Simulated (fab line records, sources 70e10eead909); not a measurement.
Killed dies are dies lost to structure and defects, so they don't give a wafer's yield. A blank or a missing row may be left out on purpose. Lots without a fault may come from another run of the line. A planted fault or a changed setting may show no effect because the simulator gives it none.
Chamber matching | flow nand_harc | NHARC_P_STI_ETCH_15 on rie_si-05: 4 sister chambers
The step etches the open film in HBr/Cl2, target depth 300 nm, time 100.1 s. 20 wafers are shown with their chamber, then 10 later ones without.

WAFERS WITH THEIR CHAMBER
wafer  | chamber | drypump_motor_current_A (A) | throttle_valve_pct (%) | mfc_cl2_sccm (sccm)
L074.4 | 3       | 5.4                         | 26.412                 | 49.99
L074.5 | 3       | 5.4                         | 26.413                 | 49.80
L074.6 | 2       | 5.8                         | 26.398                 | 50.17
L077.1 | 2       | 5.7                         | 26.406                 | 50.22
L077.4 | 0       | 5.4                         | 26.397                 | 50.08
L077.6 | 0       | 5.4                         | 26.417                 | 49.93
L079.2 | 3       | 5.4                         | 26.392                 | 49.88
L079.4 | 1       | 5.6                         | 26.400                 | 50.05
L079.6 | 2       | 5.8                         | 26.400                 | 50.11
L084.1 | 0       | 5.5                         | 26.394                 | 50.03
L084.3 | 1       | 5.6                         | 26.423                 | 50.16
L084.5 | 3       | 5.4                         | 26.413                 | 50.01
L088.2 | 0       | 5.4                         | 26.388                 | 50.07
L088.4 | 3       | 5.4                         | 26.395                 | 50.15
L088.6 | 2       | 5.8                         | 26.404                 | 50.44
L089.2 | 0       | 5.4                         | 26.407                 | 50.12
L089.3 | 3       | 5.4                         | 26.410                 | 49.84
L089.6 | 2       | 5.8                         | 26.396                 | 49.88
L091.2 | 0       | 5.4                         | 26.394                 | 49.90
L091.3 | 1       | 5.6                         | 26.423                 | 50.05

SIGNATURES (means of the wafers above)
reading                 | chamber 0 | chamber 1 | chamber 2 | chamber 3 | scatter within a chamber
drypump_motor_current_A | 5.417     | 5.600     | 5.780     | 5.400     | 0.032
throttle_valve_pct      | 26.39950  | 26.41533  | 26.40080  | 26.40583  | 0.00952
mfc_cl2_sccm            | 50.0217   | 50.0867   | 50.1640   | 49.9450   | 0.136
Rule: a wafer's distance from a chamber is the root of the sum, over the readings, of the square of ((its reading less the chamber's mean) divided by the reading's scatter). The wafer belongs to the nearest chamber; if the next one is less than 2 further off, it can't be placed. The scatter: the root of (the sum of the squares of (reading less its chamber's mean) over the shown wafers, divided by (wafers less chambers)).

WAFERS WITHOUT THEIR CHAMBER
wafer  | drypump_motor_current_A (A) | throttle_valve_pct (%) | mfc_cl2_sccm (sccm)
L091.4 | 5.8                         | 26.426                 | 49.85
L094.1 | 5.4                         | 26.403                 | 49.93
L094.4 | 5.6                         | 26.405                 | 50.05
L094.5 | 5.4                         | 26.410                 | 50.11
L095.1 | 5.8                         | 26.413                 | 49.98
L095.3 | 5.6                         | 26.401                 | 50.08
L095.4 | 5.4                         | 26.403                 | 49.88
L096.1 | 5.4                         | 26.405                 | 50.13
L096.3 | 5.8                         | 26.407                 | 49.90
L096.6 | 5.8                         | 26.395                 | 50.26

WHICH CHAMBER EACH WENT THROUGH
wafer  | from the rows above     | in truth
L091.4 | 2                       | 2
L094.1 | can't be placed: 3 or 0 | 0
L094.4 | 1                       | 1
L094.5 | can't be placed: 3 or 0 | 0
L095.1 | 2                       | 2
L095.3 | 1                       | 1
L095.4 | can't be placed: 3 or 0 | 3
L096.1 | can't be placed: 0 or 3 | 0
L096.3 | 2                       | 2
L096.6 | 2                       | 2
Placed correctly: 6 of 10. Can't be placed from these rows: 4 (the true chamber is among the candidates in 4). Placed wrongly: 0.
